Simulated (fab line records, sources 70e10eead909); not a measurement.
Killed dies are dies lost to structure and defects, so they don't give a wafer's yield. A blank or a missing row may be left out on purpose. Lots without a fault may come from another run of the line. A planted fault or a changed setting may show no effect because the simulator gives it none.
fab line records | flow nand_harc
record lots=6 wafers=18 last_day=33
route steps=1302 shown A_ONON_D2@554
lots that met no fault: from a run of the same line without faults
start_h: hours from the record's first day to the start of the lot's first wafer shown | wait_h: hours since the lot's step before | " the same as in the row above | L1.1+2: a row that stands for several wafers | - no value, or no start given | * or withheld: withheld | < > ~ a bound
route shown NAME@n: a module of which the file shows steps, and the number in the route of the first | usual: mean/standard deviation of fault-free wafers | same: alike in all rows | chamber/n: place in a boat | sites: the reading at each site | _std_site: their standard deviation | _edge_site: outer sites' mean less inner sites' | radius_mm: how far each site lies from the wafer's centre | mask NAME#n: copy n | behind: the tool/chamber that last shaped the wafer | hold: why the lot was held/for how many hours/how that ended | device: the transistor (n, p or np) that didn't switch | end of line: the same wafers' tests at the end of the route | a step without rows: its recipe alone | killed: dies lost to structure and defects at the first sort, not the wafer's yield | map: a wafer's dies, x killed, . not, _ none there
set.NAME: the setting as run; set.NAME@STEP: as run at that earlier step | model.NAME: the simulator's own value behind a step, which no gauge read
lots at some steps of the route; a table a step, a row a wafer
services: from which hour (start_h, from the record's first day; less than 0 if before it) a tool's chamber was out of use, for how many hours, and why
## steps
# step NHARC_A_ONON_D2_THK_MEAS_14
# recipe thk_meas_gauge=ellipsometry
# usual thk_nm=998/6.7
# columns lot.wafer tool chamber start_h wait_h thk_nm
L655.1 film_metro-01 - 335.26 - 1012
L655.4 " - " " 1013
L655.5 " - " " 1011
L663.1 film_metro-01 - 412.89 - 993
L663.3 " - " " 996
L663.6 " - " " 994
L666.4 film_metro-01 - 424.05 - 1002
L666.5 " - " " 1003
L666.6 " - " " 1002
L667.2 film_metro-01 - 434.60 - 994
L667.3 " - " " 992
L667.4 " - " " 993
L674.1 film_metro-02 - 509.08 - 994
L674.3 " - " " 993
L674.5 " - " " 993
L673.3 film_metro-01 - 509.09 - 1010
L673.5 " - " " 1008
L673.6 " - " " 1009
# step NHARC_A_ONON_D2_ANNEAL_15
# recipe temp_c=750 time_s=3600
# step NHARC_A_ONON_D2_DEP_16
# recipe target_thk_a=10000 n2_flow_sccm=2750 n2o_flow_sccm=2000 nh3_flow_sccm=500 sih4_flow_sccm=210 temp_c=400
# step NHARC_A_ONON_D2_THK_MEAS_18
# recipe thk_meas_gauge=ellipsometry
# usual thk_nm=1000/8.1
# columns lot.wafer tool chamber start_h wait_h thk_nm
L655.1 film_metro-01 - 342.88 - 995
L655.4 " - " " 998
L655.5 " - " " 998
L663.1 film_metro-02 - 420.27 - 1017
L663.3 " - " " 1015
L663.6 " - " " 1017
L666.4 film_metro-01 - 431.83 - 1004
L666.5 " - " " 1005
L666.6 " - " " 1005
L667.2 film_metro-02 - 443.36 - 994
L667.3 " - " " 993
L667.4 " - " " 993
L674.1 film_metro-01 - 516.81 - 1005
L674.3 " - " " 1005
L674.5 " - " " 1007
L673.3 film_metro-02 - 516.81 - 991
L673.5 " - " " 991
L673.6 " - " " 990
# step NHARC_A_ONON_D2_DEP_19
# recipe target_thk_a=10000 n2_flow_sccm=2750 n2o_flow_sccm=2000 nh3_flow_sccm=500 sih4_flow_sccm=210 temp_c=400
# step NHARC_A_ONON_D2_THK_MEAS_21
# recipe thk_meas_gauge=ellipsometry
# usual thk_nm=998/9.3
# columns lot.wafer tool chamber start_h wait_h thk_nm
L655.1 film_metro-01 - 343.44 - 997
L655.4 " - " " 998
L655.5 " - " " 1000
L663.1 film_metro-02 - 420.84 - 990
L663.3 " - " " 990
L663.6 " - " " 990
L666.4 film_metro-02 - 432.40 - 992
L666.5 " - " " 991
L666.6 " - " " 991
L667.2 film_metro-02 - 443.92 - 991
L667.3 " - " " 991
L667.4 " - " " 990
L674.1 film_metro-01 - 517.38 - 996
L674.3 " - " " 1000
L674.5 " - " " 998
L673.3 film_metro-02 - 517.38 - 1012
L673.5 " - " " 1010
L673.6 " - " " 1010
# step NHARC_A_ONON_D2_DEP_22
# recipe target_thk_a=10000 n2_flow_sccm=2750 n2o_flow_sccm=2000 nh3_flow_sccm=500 sih4_flow_sccm=210 temp_c=400
# step NHARC_A_ONON_D2_THK_MEAS_24
# recipe thk_meas_gauge=ellipsometry
# usual thk_nm=998/11
# columns lot.wafer tool chamber start_h wait_h thk_nm
L655.1 film_metro-02 - 344.01 - 989
L655.4 " - " " 988
L655.5 " - " " 987
L663.1 film_metro-02 - 421.40 - 1010
L663.3 " - " " 1010
L663.6 " - " " 1008
L666.4 film_metro-02 - 432.98 - 1010
L666.5 " - " " 1010
L666.6 " - " " 1011
L667.2 film_metro-02 - 444.49 - 998
L667.3 " - " " 998
L667.4 " - " " 995
L674.1 film_metro-01 - 517.94 - 995
L674.3 " - " " 993
L674.5 " - " " 996
L673.3 film_metro-02 - 517.94 - 998
L673.5 " - " " 999
L673.6 " - " " 1000
# step NHARC_A_ONON_D2_DEP_25
# recipe target_thk_a=10000 n2_flow_sccm=2750 n2o_flow_sccm=2000 nh3_flow_sccm=500 sih4_flow_sccm=210 temp_c=400
# step NHARC_A_ONON_D2_THK_MEAS_27
# recipe thk_meas_gauge=ellipsometry
# usual thk_nm=998/8.2
# columns lot.wafer tool chamber start_h wait_h thk_nm
L655.1 film_metro-02 - 344.58 - 1005
L655.4 " - " " 1005
L655.5 " - " " 1004
L663.1 film_metro-02 - 421.97 - 1002
L663.3 " - " " 1002
L663.6 " - " " 1002
L666.4 film_metro-02 - 433.55 - 1004
L666.5 " - " " 1003
L666.6 " - " " 1004
L667.2 film_metro-02 - 445.05 - 994
L667.3 " - " " 995
L667.4 " - " " 994
L674.1 film_metro-01 - 518.50 - 1004
L674.3 " - " " 1004
L674.5 " - " " 1003
L673.3 film_metro-01 - 518.51 - 984
L673.5 " - " " 986
L673.6 " - " " 985
# step NHARC_A_ONON_D2_DEP_28
# recipe target_thk_a=10000 n2_flow_sccm=2750 n2o_flow_sccm=2000 nh3_flow_sccm=500 sih4_flow_sccm=210 temp_c=400
# step NHARC_A_ONON_D2_THK_MEAS_30
# recipe thk_meas_gauge=ellipsometry
# usual thk_nm=1003/12
# columns lot.wafer tool chamber start_h wait_h thk_nm
L655.1 film_metro-01 - 345.14 - 1006
L655.4 " - " " 1006
L655.5 " - " " 1006
L663.1 film_metro-02 - 422.53 - 991
L663.3 " - " " 992
L663.6 " - " " 993
L666.4 film_metro-02 - 434.11 - 998
L666.5 " - " " 996
L666.6 " - " " 995
L667.2 film_metro-02 - 445.62 - 1001
L667.3 " - " " 1004
L667.4 " - " " 1002
L674.1 film_metro-01 - 519.07 - 996
L674.3 " - " " 997
L674.5 " - " " 997
L673.3 film_metro-02 - 519.07 - 1011
L673.5 " - " " 1009
L673.6 " - " " 1010
# step NHARC_A_ONON_D2_DEP_33
# recipe target_thk_a=2000 temp_c=400 pressure_torr=6.5 rf_w=900 teos_flow_sccm=161.4 flow_sccm=2650 target_thk_nm=200 gas=O2 material=SiO2
# usual heater_power_w=548/84 throttle_valve_pct=16.3/0.4
# columns lot.wafer tool chamber start_h wait_h heater_power_w throttle_valve_pct
L655.1 pecvd-02 1 345.24 0.1 460 16.2
L655.4 " 1 " " 466 15.8
L655.5 " 2 " " 521 16.2
L663.1 pecvd-01 1 422.58 0.1 715 16.8
L663.3 " 0 " " 610 15.9
L663.6 " 2 " " 520 16.3
L666.5 pecvd-01 2 434.31 0.2 492 16.1
L666.4 " 0 " " 589 16.0
L666.6 " 1 " " 721 16.7
L667.2 pecvd-04 1 445.68 0.1 461 16.1
L667.3 " 2 " " 639 16.9
L667.4 " 0 " " 465 16.6
L674.3 pecvd-01 2 519.17 0.1 479 15.9
L674.1 " 0 " " 558 15.6
L674.5 " 2 " " 491 15.9
L673.3 pecvd-04 0 519.17 0.1 508 16.4
L673.5 " 0 " " 515 16.6
L673.6 " 1 " " 548 16.1
# step NHARC_A_ONON_D2_THK_MEAS_34
# recipe thk_meas_gauge=ellipsometry
# usual thk_nm=199.5/2.4
# columns lot.wafer tool chamber start_h wait_h thk_nm
L655.1 film_metro-01 - 345.61 - 200.9
L655.4 " - " " 205.8
L655.5 " - " " 201.8
L663.1 film_metro-02 - 422.99 - 179.0
L663.3 " - " " 194.6
L663.6 " - " " 199.0
L666.4 film_metro-02 - 434.59 - 202.4
L666.5 " - " " 199.4
L666.6 " - " " 180.2
L667.2 film_metro-02 - 446.09 - 197.6
L667.3 " - " " 196.4
L667.4 " - " " 198.6
L674.1 film_metro-01 - 519.54 - 200.5
L674.3 " - " " 198.0
L674.5 " - " " 200.8
L673.3 film_metro-02 - 519.54 - 199.3
L673.5 " - " " 200.5
L673.6 " - " " 200.9
## services
# columns tool chamber start_h hours kind
pecvd-01 - 323.07 13.0 pm
pecvd-01 0 323.07 13.0 vent_cycle
pecvd-01 1 323.07 13.0 vent_cycle
pecvd-01 2 323.07 13.0 vent_cycle
pecvd-01 0 336.07 - clean
pecvd-01 1 336.07 - clean
pecvd-01 2 336.07 - clean
pecvd-02 - 408.19 13.0 pm
pecvd-01 - 430.20 1.5 repair
pecvd-04 - 465.95 13.0 pm
pecvd-04 0 465.95 13.0 vent_cycle
pecvd-04 1 465.95 13.0 vent_cycle
pecvd-04 2 465.95 13.0 vent_cycle
pecvd-04 0 478.95 - clean
pecvd-04 1 478.95 - clean
pecvd-02 2 482.13 1.7 repair
pecvd-01 - 504.31 13.0 pm
pecvd-01 0 504.31 13.0 vent_cycle
pecvd-01 1 504.31 13.0 vent_cycle
pecvd-01 2 504.31 13.0 vent_cycle
pecvd-01 0 517.31 - clean
pecvd-01 1 517.31 - clean
pecvd-01 2 517.31 - clean
pecvd-02 2 518.55 3.7 repair
## key
first_sign step=NHARC_A_ONON_D2_THK_MEAS_34 reading=thk_nm direction=down sigmas=8.1 usual=199.5 struck=179.6
effect none on later readings
met_at NHARC_A_ONON_D2_DEP_33
struck_wafers L663.1,L666.6
tester_left_out L663,L666
fault kind=process_parameter_drift tool=pecvd-01 chamber=1 onset_h=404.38 steps=NHARC_A_ONON_D2_DEP_33 channel=teos_flow_sccm offset=* shape=step end_h=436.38 acts_in=* stated=*
# tester_left_out: of these lots the tester's yield and bins aren't shown, on N5 and GAA mostly nor the transistor test; their killed dies are dies lost to structure and defects alone, not to doping, threshold or leakage, so they don't give the yield
